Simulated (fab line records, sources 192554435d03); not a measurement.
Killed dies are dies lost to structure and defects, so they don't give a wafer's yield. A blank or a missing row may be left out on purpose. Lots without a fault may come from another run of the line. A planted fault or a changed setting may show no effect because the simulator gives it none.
A struck lot beside a sound one | flow n5_finfet | 18 steps out of a route of 1938
Sound: wafers L860.2, L860.4, L860.6. Struck: wafer L875.3. (L875.4 of the same lot was not struck and is left out.) The cause comes at the end.
At each step with rows: each side's tool, then ch and its chambers, then its first start. Under that, the readings that differ: sound wafers | struck wafers | difference of the means | sigmas: that difference in standard deviations of wafers without a fault.
alike: readings whose means differ by less than 2 such deviations, and words and numbers that are the same on both sides. not compared: withheld readings, readings that some wafer has no value for, bounds like >300 that may hide the same value, and numbers for which the record gives no deviation and whose values overlap.
The two part at a step that has a row with sigmas, a row that says differs or no value, or rows on one side only. Numbers that don't overlap but have no deviation are shown without sigmas and don't part them. A reading that every wafer of one side lacks parts them only if that side has two wafers or more.

first, 11 steps without rows for these wafers: N5_FIN_SAQP_DESCUM_21 (chemistry O2, time 7.9 s); N5_FIN_SAQP_ETCH_51 (etches SiARC in CF4, target depth 45.5 nm, time 75.8 s); N5_FIN_SAQP_ETCH_52 (etches SOC in N2/H2, target depth 100 nm, overetch 20 nm, time 150 s); N5_FIN_SAQP_STRIP_53 (strips in N2/H2); N5_FIN_SAQP_HM_OPEN_73 (chemistry CHF3/O2, target SiO2, stops on a-Si, target depth 12 nm, time 16.8 s); N5_FIN_SAQP_STRIP_74 (strips in CHF3/O2); N5_FIN_SAQP_MANDREL_ETCH_22 (etches a-Si in HBr/Cl2, stops on SiNx, target depth 60 nm, bt time 10 s, time 30 s); N5_FIN_SAQP_STRIP_55 (strips in N2/H2); N5_FIN_SAQP_STRIP_23 (strips in SPM, time 750 s); N5_FIN_SAQP_SRD_66 (time 30 s); N5_FIN_SAQP_RECESS_75 (chemistry HF/NH3, target SiO2, target depth 14.4 nm, afs cycles 3, sublimation time 60 s).
N5_FIN_SAQP_SPACER1_ALD_24: deposits SiO2, target thk 20.3 nm, pulse time 1 s, purge time 2 s.
  sound on ald_sin-04 ch 0,2,3, day 3 01:40; struck on ald_sin-04 ch 3, day 6 17:22
  reading                                           | sound          | struck | difference | sigmas
  ald_cycles                                        | 218 218 218    | 188    | -30        |
  model.SiO2_of_FIN_SAQP_SPACER1_ALD_24.thk_nm (nm) | 20.4 20.4 20.4 | 17.4   | -3.0       |
  alike: heater_power_w, precursor_pulse_height_rel
then, 1 step without rows for these wafers: N5_FIN_SAQP_SPACER1_ETCHBACK_25 (etches SiO2 in CHF3/O2, target depth 24.4 nm, time 12.2 s).
N5_FIN_SAQP_MANDREL1_REMOVE_56: chemistry HBr/Cl2/O2, target a-Si, stops on SiNx, bt time 10 s.
  sound on rie_si-04 ch 1,3, day 3 02:39; struck on rie_si-04 ch 2, day 6 18:10
  reading                   | sound          | struck | difference | sigmas
  model.FIN_SAQP.cd_nm (nm) | 20.4 20.4 20.2 | 17.4   | -2.9       |
  alike: O2_flow_sccm, drypump_motor_current_A, oes_product_au, rf_fwd_power_W, throttle_valve_pct
  not compared: rf_hours_counter_h
N5_FIN_SAQP_CD_MEAS_27: target cd 20 nm.
  sound on cd_sem-03 ch 0, day 3 02:46; struck on cd_sem-03 ch 0, day 6 18:17
  reading    | sound             | struck | difference | sigmas
  cd_nm (nm) | 20.31 19.97 20.30 | 17.25  | -2.94      | -12
then, 1 step without rows for these wafers: N5_FIN_SAQP_ETCH_57 (etches SiNx in CH3F/O2, target depth 32.5 nm, time 46.4 s).
-- the record jumps here: 6 days lie between the struck wafers' starts before and after (it left off in module FIN_SAQP and takes up again in module BEOL_M4, whose first step shown is number 1111 of the route) --
N5_BEOL_M4_RC_MEAS_101:
  sound on prober-01 ch 0, day 8 13:40; struck on prober-02 ch 0, day 13 01:46
  alike: DIBL_N, DIBL_P, IOFF_N, IOFF_P, ION_N, ION_P, SS_N, SS_P, VT_N, VT_P
-- the record jumps here: 4 days lie between the struck wafers' starts before and after (it left off in module BEOL_M4 and takes up again in module PASSIVATION, whose first step shown is number 1936 of the route) --
N5_PASSIVATION_PROBE_49:
  sound on prober-02, day 12 22:15; struck on prober-01, day 17 09:18
  reading                  | sound          | struck | difference | sigmas
  defect_limited_yield (%) | 92.0 92.4 93.6 | 88.1   | -4.6       | -3
  killed_at_contacts       | 22 12 11       | 29     | +14        | +2
  killed_at_front_end      | 43 26 28       | 68     | +36        | +3
  killed_dies              | 94 90 75       | 141    | +55        | +3
  killed_on_rim            | 13 11 10       | 32     | +21        | +5
  killed_open              | 59 56 47       | 89     | +35        | +2
  sort_bin_5_function (%)  | 4.7 4.7 4.2    | 7.8    | +3.3       | +3
  sort_bin_6_memory (%)    | 3.1 2.8 2.1    | 4.1    | +1.4       | +2
  sort_n_pass              | 1086 1090 1105 | 1039   | -55        | -3
  sort_yield_pct (%)       | 92.0 92.4 93.6 | 88.1   | -4.6       | -3
  alike: killed_at_M0_to_M3, killed_at_M4_up, killed_at_other, killed_short

WHERE THEY PART
First at N5_FIN_SAQP_CD_MEAS_27; last, within this record, at N5_PASSIVATION_PROBE_49.

WHY: what the simulator had put in
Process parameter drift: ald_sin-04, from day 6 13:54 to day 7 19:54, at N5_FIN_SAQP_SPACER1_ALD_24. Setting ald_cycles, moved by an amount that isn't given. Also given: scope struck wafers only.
